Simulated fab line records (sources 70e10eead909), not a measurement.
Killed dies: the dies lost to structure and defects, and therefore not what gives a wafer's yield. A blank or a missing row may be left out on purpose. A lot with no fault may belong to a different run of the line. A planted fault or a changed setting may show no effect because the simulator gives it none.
Which tool is to blame?    flow nand-harc    13 lots with 37 wafers sampled at 5 steps, on a route of 1159 steps

== WHAT THE GAUGES READ, wafer by wafer ==
NHARC_A_ONON_D1_THK_MEAS_34: measures by ellipsometry. Usual: thk-nm reads 200.3 nm (standard deviation 2.6).
lot   measured      on             thk-nm (nm)        flag
L195  day 8 10:05   film-metro-01  200.9 198.1 199.8  
L196  day 8 10:10   film-metro-02  199.9 197.0 198.4  
L197  day 9 01:31   film-metro-01  202.3 201.6 204.1  
L199  day 9 20:46   film-metro-02  196.3 199.3 201.6  
L200  day 9 20:52   film-metro-01  201.0 201.5 202.4  
L207  day 11 03:15  film-metro-02  200.9 202.1        
L205  day 11 03:35  film-metro-01  193.2 201.8        
L209  day 12 00:15  film-metro-02  198.4 205.2 205.0  
L211  day 12 09:39  film-metro-01  199.8 196.7 202.1  
L214  day 13 00:00  film-metro-01  196.8 195.6 205.1  
L213  day 13 00:10  film-metro-01  200.1 199.1 203.0  
L215  day 13 08:31  film-metro-01  200.7 199.6 201.0  
L216  day 13 19:11  film-metro-02  197.3 196.7 202.4  

NHARC_A_CHANNEL_HOLE_D1_CD_MEAS_10 targets a cd of 100 nm. Usual: cd-nm reads 100.1 nm (standard deviation 0.49).
lot   measured      on         cd-nm (nm)         flag
L195  day 8 14:38   cd-sem-02  99.7 99.8 99.8     
L196  day 8 15:31   cd-sem-02  101.1 99.9 100.9   
L197  day 9 05:50   cd-sem-02  99.9 100.5 100.7   
L199  day 10 00:31  cd-sem-01  100.3 100.1 101.1  
L200  day 10 00:44  cd-sem-01  99.9 99.5 100.3    
L207  day 11 06:02  cd-sem-02  99.6 99.7          
L205  day 11 07:51  cd-sem-03  100.7 100.2        
L209  day 12 03:31  cd-sem-03  99.8 100.6 100.1   
L211  day 12 13:30  cd-sem-02  100.5 101.0 100.5  
L214  day 13 02:47  cd-sem-03  100.2 99.9 100.3   
L213  day 13 02:58  cd-sem-03  99.6 99.7 99.2     
L215  day 13 12:57  cd-sem-02  99.4 100.0 100.2   
L216  day 14 00:56  cd-sem-01  99.2 99.6 99.0     

NHARC_END_SORT_01. Usual: killed-at-array 28, standard deviation 9.1; killed-at-other 0.6, standard deviation 0.87; killed-at-periphery 3.4, standard deviation 2.7; killed-dies 32, standard deviation 9; killed-open 3.2, standard deviation 1.9; killed-short 2.0, standard deviation 1.3.
lot   measured      on         killed-at-array  killed-at-other  killed-at-periphery  killed-dies  killed-open  killed-short  flag
L207  day 22 13:37  prober-02  34 29            1 0              1 5                  36 34        2 3          1 2           
L205  day 22 23:07  prober-02  65 25            0 0              3 1                  68 26        4 4          3 2           

== TOOL THAT RAN EACH LOT (tool first, then ch and the chambers of the sampled wafers, then the start) ==
lot   NHARC_A_CHANNEL_HOLE_D1_ETCH_39     NHARC_A_CHANNEL_HOLE_D1_ETCH_33
L195  rie-diel-03 ch 0,2,3, day 8 15:02   har-etch-02 ch 0,1, day 8 20:01
L196  rie-diel-08 ch 1,2,3, day 8 15:53   har-etch-02 ch 0,1, day 9 00:10
L197  rie-diel-08 ch 0,1,3, day 9 06:14   har-etch-02 ch 0,1, day 9 11:27
L199  rie-diel-12 ch 0,1,3, day 10 00:53  har-etch-01 ch 0,1, day 10 05:59
L200  rie-diel-12 ch 0,2,3, day 10 01:11  har-etch-02 ch 0,1, day 10 09:39
L207  rie-diel-08 ch 0,2, day 11 06:26    har-etch-02 ch 0, day 11 11:25
L205  rie-diel-08 ch 3, day 11 08:13      har-etch-02 ch 0,1, day 11 15:40
L209  rie-diel-03 ch 0,2,3, day 12 03:55  har-etch-01 ch 0,1, day 12 08:53
L211  rie-diel-03 ch 1,2,3, day 12 13:55  har-etch-01 ch 0,1, day 12 18:52
L214  rie-diel-12 ch 2,3, day 13 03:08    har-etch-02 ch 0,1, day 13 08:07
L213  rie-diel-03 ch 0,2, day 13 03:20    har-etch-01 ch 0,1, day 13 08:23
L215  rie-diel-12 ch 1,2,3, day 13 13:19  har-etch-01 ch 0,1, day 13 18:17
L216  rie-diel-12 ch 0,2, day 14 01:19    har-etch-02 ch 1, day 14 06:17
- NHARC_A_CHANNEL_HOLE_D1_ETCH_39: etches the open film in N2/H2, target depth 260 nm, time 325 s.
- NHARC_A_CHANNEL_HOLE_D1_ETCH_33: etches the open film in C4F8/O2/Ar, time 90 s, target depth 400 nm.

== AS READ BY THE TOOLS THEMSELVES (means over the sampled wafers that have a number; for cases with no such wafer, the mark the record gives instead) ==
NHARC_A_CHANNEL_HOLE_D1_ETCH_39. Usual: drypump-motor-current-A 5.8 A, standard deviation 0.41; oes-product-au 1.000 a.u., standard deviation 0.0088; rf-vpp-V 429.9 V, standard deviation 2.4; run-length-s 346.3 s, standard deviation 0.39; showerhead-plenum-p-Torr 2.02 Torr, standard deviation 0.088; throttle-valve-pct 14.172 %, standard deviation 0.008.
lot   tool         drypump-motor-current-A (A)  oes-product-au (a.u.)  rf-vpp-V (V)  run-length-s (s)  showerhead-plenum-p-Torr (Torr)  throttle-valve-pct (%)  flag
L195  rie-diel-03  5.4                          0.998                  431.3         346.1             2.09                             14.164                  
L196  rie-diel-08  5.8                          0.995                  430.1         346.3             2.01                             14.169                  
L197  rie-diel-08  5.8                          0.995                  429.9         346.7             2.02                             14.165                  
L199  rie-diel-12  6.1                          1.002                  429.5         346.3             1.99                             14.165                  
L200  rie-diel-12  6.2                          0.995                  428.7         346.3             1.97                             14.177                  
L207  rie-diel-08  5.7                          0.995                  431.6         309.9             2.08                             14.171                  OFF
L205  rie-diel-08  6.5                          1.000                  430.4         310.2             1.99                             14.168                  OFF
L209  rie-diel-03  5.4                          1.006                  432.2         346.0             2.09                             14.178                  
L211  rie-diel-03  5.7                          1.010                  430.3         346.0             2.06                             14.171                  
L214  rie-diel-12  6.1                          0.999                  429.4         346.2             1.97                             14.168                  
L213  rie-diel-03  5.2                          0.994                  429.6         345.9             2.03                             14.168                  
L215  rie-diel-12  6.0                          1.010                  431.7         346.3             2.04                             14.164                  
L216  rie-diel-12  6.1                          1.000                  429.7         346.5             2.03                             14.171                  

NHARC_A_CHANNEL_HOLE_D1_ETCH_33. Usual: drypump-motor-current-A 5.6 A, standard deviation 0.43; run-length-s 121.30 s, standard deviation 0.29; showerhead-plenum-p-Torr 3.77 Torr, standard deviation 0.11; throttle-valve-pct 27.620 %, standard deviation 0.0085.
lot   tool         drypump-motor-current-A (A)  run-length-s (s)  showerhead-plenum-p-Torr (Torr)  throttle-valve-pct (%)  flag
L195  har-etch-02  5.6                          121.19            3.76                             27.620                  
L196  har-etch-02  5.6                          121.06            3.75                             27.624                  
L197  har-etch-02  5.6                          121.43            3.75                             27.623                  
L199  har-etch-01  5.3                          121.26            3.75                             27.619                  
L200  har-etch-02  5.6                          121.42            3.74                             27.611                  
L207  har-etch-02  5.9                          121.42            3.90                             27.611                  
L205  har-etch-02  5.7                          121.42            3.78                             27.623                  
L209  har-etch-01  5.3                          121.31            3.74                             27.619                  
L211  har-etch-01  5.6                          121.25            3.79                             27.622                  
L214  har-etch-02  5.6                          121.10            3.72                             27.621                  
L213  har-etch-01  5.6                          121.25            3.78                             27.623                  
L215  har-etch-01  5.7                          121.69            3.78                             27.617                  
L216  har-etch-02  5.4                          120.99            3.64                             27.618                  

== THE ANSWER, worked out from the rows above alone ==
Rule: a lot is off if the mean of its wafers that have a number lies more than 3 standard deviations from the usual mean. A lot without any number at a reading at which 4 lots or more have one is off too. All remaining lots with rows at the step are treated as sound. First the gauges in route order, then the tools' own readings, where a lot's mean is used as printed above. At the first step where some lot is off, the reading lying furthest off is the one used; lots without a number count as furthest.
Off: L207, L205, at NHARC_A_CHANNEL_HOLE_D1_ETCH_39 (run-length-s).
If a tool, at that step or one of the process steps before it, ran each lot that is off and ran no sound lot following the first of them, it fits. One fits: rie-diel-08 at NHARC_A_CHANNEL_HOLE_D1_ETCH_39. Its last sound lot is L197 (day 9 06:14), its first lot that is off L207 (day 11 06:26): a fault that began between those two fits.
On the lots that are off, the tool's own readings at NHARC_A_CHANNEL_HOLE_D1_ETCH_39 differ by more than 5 times the standard deviation of the sound lots' means, which bears it out; run-length-s reads 310.0 s there versus 346.2 s on the sound lots.

== WHAT HAD BEEN PUT IN BY THE SIMULATOR ==
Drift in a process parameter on rie-diel-08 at NHARC_A_CHANNEL_HOLE_D1_ETCH_39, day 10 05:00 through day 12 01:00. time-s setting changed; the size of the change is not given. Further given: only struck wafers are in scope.
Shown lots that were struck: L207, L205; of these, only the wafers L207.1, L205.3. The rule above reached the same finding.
